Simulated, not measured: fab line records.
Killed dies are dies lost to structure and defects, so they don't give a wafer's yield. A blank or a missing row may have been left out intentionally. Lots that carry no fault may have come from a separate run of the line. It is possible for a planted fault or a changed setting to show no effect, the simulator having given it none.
Chamber matching || flow n5 finfet || 4 sister chambers for N5_BEOL_M2_ETCH_74 on rie diel-03
The step etches underlayer in N2/H2, target depth 6.5 nm, time 5.2 s. 4 wafers are shown with their chamber, then 11 later ones without.

WAFERS, EACH WITH ITS CHAMBER
{"wafer": "L087.1", "chamber": 1, "drypump motor current A (A)": 6.6}
{"wafer": "L089.3", "chamber": 3, "drypump motor current A (A)": 5.5}
{"wafer": "L089.4", "chamber": 2, "drypump motor current A (A)": 6.0}
{"wafer": "L088.1", "chamber": 0, "drypump motor current A (A)": 5.3}

WAFERS MISSING THEIR CHAMBER
{"wafer": "L088.4", "drypump motor current A (A)": 5.5}
{"wafer": "L088.5", "drypump motor current A (A)": 6.0}
{"wafer": "L090.3", "drypump motor current A (A)": 6.6}
{"wafer": "L090.5", "drypump motor current A (A)": 6.6}
{"wafer": "L090.6", "drypump motor current A (A)": 5.4}
{"wafer": "L091.1", "drypump motor current A (A)": 5.5}
{"wafer": "L091.4", "drypump motor current A (A)": 6.6}
{"wafer": "L091.5", "drypump motor current A (A)": 6.0}
{"wafer": "L093.1", "drypump motor current A (A)": 5.3}
{"wafer": "L093.4", "drypump motor current A (A)": 5.5}
{"wafer": "L093.6", "drypump motor current A (A)": 6.0}

WHICH CHAMBER EACH ONE RAN IN
{"wafer": "L088.4", "from the rows above": 3, "in truth": 3}
{"wafer": "L088.5", "from the rows above": 2, "in truth": 2}
{"wafer": "L090.3", "from the rows above": 1, "in truth": 1}
{"wafer": "L090.5", "from the rows above": 1, "in truth": 1}
{"wafer": "L090.6", "from the rows above": "can't be placed: 3 or 0", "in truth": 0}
{"wafer": "L091.1", "from the rows above": 3, "in truth": 3}
{"wafer": "L091.4", "from the rows above": 1, "in truth": 1}
{"wafer": "L091.5", "from the rows above": 2, "in truth": 2}
{"wafer": "L093.1", "from the rows above": 0, "in truth": 0}
{"wafer": "L093.4", "from the rows above": 3, "in truth": 3}
{"wafer": "L093.6", "from the rows above": 2, "in truth": 2}
Correctly placed: 10 of 11. Unplaceable from these rows: 1, with the true chamber sitting among the candidates in 1. Number placed wrongly: 0.
How it was worked out, from the rows above alone: a wafer's distance from a chamber is the root of the sum, over the readings, of the square of ((its reading less the chamber's mean) divided by the reading's scatter). If the next closest chamber is less than 2 further off than the closest, the wafer can't be placed; otherwise it belongs to the closest. The mean given for a chamber averages the wafers shown for that chamber. The scatter (one wafer shown for each chamber): square how far every hidden wafer sits from the nearest shown wafer, average those squares and take the square root.
